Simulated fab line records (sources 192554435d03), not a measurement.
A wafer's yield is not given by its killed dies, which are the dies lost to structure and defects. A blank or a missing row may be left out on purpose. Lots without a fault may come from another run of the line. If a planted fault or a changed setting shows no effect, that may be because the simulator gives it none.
What tool caused it? ; flow n5-finfet ; 33 wafers from 11 lots sampled at 4 of the route's 1938 steps

== WHAT THE GAUGES READ, wafer by wafer ==
The record lacks any reading of a measuring or inspecting step that a usual standard deviation could be used to judge.

== WHAT TOOL EACH LOT RAN ON (gives the tool, then ch and the chambers of the sampled wafers, and finally the start) ==
lot;N5_BEOL_M8_ETCH_66;N5_BEOL_M8_STRIP_80;N5_BEOL_M8_ALD_77;N5_BEOL_M8_SURFACE_TREAT_79
L304;rie-diel-04 ch 0,2,3, day 9 15:15;rie-diel-04 ch 0,2,3, day 9 16:32 or earlier;ald-metal-02 ch 1,2,3, day 9 16:32;pvd-sputter-02, day 9 16:50
L306;rie-diel-03 ch 0,1,3, day 9 21:53;rie-diel-03 ch 0,1,3, day 9 22:52 or earlier;ald-metal-03 ch 0,2, day 9 22:52;pvd-sputter-01, day 9 23:08
L311;rie-diel-02 ch 0,2,3, day 10 10:20;rie-diel-02 ch 0,2,3, day 10 11:19 or earlier;ald-metal-03 ch 1,2,3, day 10 11:19;pvd-sputter-02, day 10 11:35
L323;rie-diel-04 ch 0,2,3, day 14 11:47;rie-diel-04 ch 0,2,3, day 14 12:49 or earlier;ald-metal-03 ch 0,1,2, day 14 12:49;pvd-sputter-01, day 14 13:06
L324;rie-diel-02 ch 0,2,3, day 14 11:49;rie-diel-02 ch 0,2,3, day 14 12:55 or earlier;ald-metal-01 ch 0,3, day 14 12:55;pvd-sputter-01, day 14 13:14
L318;rie-diel-04 ch 0,1,3, day 15 01:47;rie-diel-04 ch 0,1,3, day 15 02:55 or earlier;ald-metal-03 ch 0,1,3, day 15 02:55;pvd-sputter-01, day 15 03:28
L321;rie-diel-03 ch 0,2, day 15 08:11;rie-diel-03 ch 0,2, day 15 09:10 or earlier;ald-metal-03 ch 0,1, day 15 09:10;pvd-sputter-01, day 15 09:28
L320;rie-diel-04 ch 0,1,3, day 15 11:28;rie-diel-04 ch 0,1,3, day 15 12:34 or earlier;ald-metal-03 ch 1,2,3, day 15 12:34;pvd-sputter-03, day 15 12:55
L316;rie-diel-03 ch 0,1,2, day 15 20:58;rie-diel-03 ch 0,1,2, day 15 22:44 or earlier;ald-metal-02 ch 0,1,3, day 15 22:44;pvd-sputter-02, day 15 23:51
L325;rie-diel-02 ch 0,2,3, day 15 23:56;rie-diel-02 ch 0,2,3, day 16 05:21 or earlier;ald-metal-02 ch 0,1,2, day 16 05:21;pvd-sputter-01, day 16 05:47
L315;rie-diel-04 ch 1,2, day 16 11:15;rie-diel-04 ch 1,2, day 16 12:25 or earlier;ald-metal-02 ch 0,2, day 16 12:25;pvd-sputter-03, day 16 13:35
- N5_BEOL_M8_ETCH_66: etches SOC in N2/H2, target depth 80 nm, overetch 16 nm, time 120 s.
- N5_BEOL_M8_STRIP_80: strips in N2/H2, time 10 s.
- N5_BEOL_M8_ALD_77: deposits TaN, target thk 2 nm, pulse time 2 s, purge time 3 s.
- N5_BEOL_M8_SURFACE_TREAT_79

== WHAT THE TOOLS THEMSELVES READ (means of the sampled wafers that have a number; where no wafer has one, the mark that the record gives instead) ==
N5_BEOL_M8_ETCH_66. Usual: drypump-motor-current-A 5.9 A, standard deviation 0.43; oes-product-au 0.62 a.u., standard deviation 0.056; rf-vpp-V 524.2 V, standard deviation 2.9; showerhead-plenum-p-Torr 2.55 Torr, standard deviation 0.1; throttle-valve-pct 17.79 %, standard deviation 0.24.
lot;tool;drypump-motor-current-A (A);oes-product-au (a.u.);rf-vpp-V (V);showerhead-plenum-p-Torr (Torr);throttle-valve-pct (%);flag
L304;rie-diel-04;6.0;0.63;521.6;2.46;17.67;
L306;rie-diel-03;5.7;0.60;524.1;2.54;17.82;
L311;rie-diel-02;6.3;0.60;524.1;2.56;17.88;
L323;rie-diel-04;6.0;0.60;521.8;2.44;17.72;
L324;rie-diel-02;6.2;0.57;523.2;2.54;17.96;
L318;rie-diel-04;6.0;0.64;522.9;2.50;17.58;
L321;rie-diel-03;5.3;0.73;525.0;2.58;17.70;
L320;rie-diel-04;5.9;0.63;522.8;2.50;17.58;
L316;rie-diel-03;5.6;0.67;524.9;2.58;17.78;
L325;rie-diel-02;6.2;0.57;523.3;2.54;17.97;
L315;rie-diel-04;6.3;0.70;527.1;2.66;17.87;

N5_BEOL_M8_STRIP_80. Usual: drypump-motor-current-A 5.9 A, standard deviation 0.43; oes-product-au 0.81 a.u., standard deviation 0.076; rf-vpp-V 59.2 V, standard deviation 0.86; showerhead-plenum-p-Torr 2.55 Torr, standard deviation 0.1; throttle-valve-pct 23.60 %, standard deviation 0.28.
lot;tool;drypump-motor-current-A (A);oes-product-au (a.u.);rf-vpp-V (V);showerhead-plenum-p-Torr (Torr);throttle-valve-pct (%);flag
L304;rie-diel-04;6.0;0.84;58.8;2.45;23.38;
L306;rie-diel-03;5.7;0.78;59.7;2.54;23.57;
L311;rie-diel-02;6.3;0.78;58.7;2.55;23.80;
L323;rie-diel-04;6.0;0.79;59.3;2.44;23.44;
L324;rie-diel-02;6.2;0.76;59.0;2.54;23.84;
L318;rie-diel-04;6.0;0.85;59.2;2.49;23.29;
L321;rie-diel-03;5.3;0.95;60.0;2.57;23.72;
L320;rie-diel-04;6.0;0.83;59.4;2.49;23.30;
L316;rie-diel-03;5.6;0.87;59.8;2.58;23.64;
L325;rie-diel-02;6.3;0.74;58.5;2.53;23.85;
L315;rie-diel-04;6.3;0.91;59.0;2.65;23.68;

N5_BEOL_M8_ALD_77. Usual: heater-power-w 417 W, standard deviation 49; susceptor-temp-C 275.02 C, standard deviation 0.19.
lot;tool;heater-power-w (W);susceptor-temp-C (C);flag
L304;ald-metal-02;423;275.04;
L306;ald-metal-03;394;274.90;
L311;ald-metal-03;445;275.00;
L323;ald-metal-03;434;274.98;
L324;ald-metal-01;431;275.00;
L318;ald-metal-03;428;277.45;OFF
L321;ald-metal-03;450;279.70;OFF
L320;ald-metal-03;450;277.21;OFF
L316;ald-metal-02;387;275.12;
L325;ald-metal-02;443;275.27;
L315;ald-metal-02;454;274.95;

== THE ANSWER, worked out from the rows above alone ==
Rule: lot off if the mean of its wafers having a number is beyond 3 standard deviations from the usual mean. A lot without any number at a reading at which 4 lots or more have one is off too. All remaining lots with rows at the step are treated as sound. After the gauges, taken in route order, come the tools' own readings; for these a lot's mean is taken, as printed above. At the first step where some lot is off, the reading lying furthest off is the one used; lots without a number count as furthest.
Off: L318, L321, L320, at N5_BEOL_M8_ALD_77 (susceptor-temp-C).
A tool fits if, at that step or a process step before it, it ran every lot that is off, and no sound lot after the first of them. N5_BEOL_M8_STRIP_80 gives no start for some lots, so the hours and the order of its lots are those of N5_BEOL_M8_ALD_77. One candidate fits, namely ald-metal-03 at N5_BEOL_M8_ALD_77. Its last sound lot is L323 (day 14 12:49), its first lot that is off L318 (day 15 02:55): a fault that began between those two fits.
The tool's own readings at N5_BEOL_M8_ALD_77 bear it out: on the lots that are off they differ by more than 5 times the standard deviation of the sound lots' means. susceptor-temp-C reads 278.12 C there against 275.03 C on the sound lots.

== WHAT THE SIMULATOR PUT IN ==
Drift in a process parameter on ald-metal-03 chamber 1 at N5_BEOL_M8_ALD_77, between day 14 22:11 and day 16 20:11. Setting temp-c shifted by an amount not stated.
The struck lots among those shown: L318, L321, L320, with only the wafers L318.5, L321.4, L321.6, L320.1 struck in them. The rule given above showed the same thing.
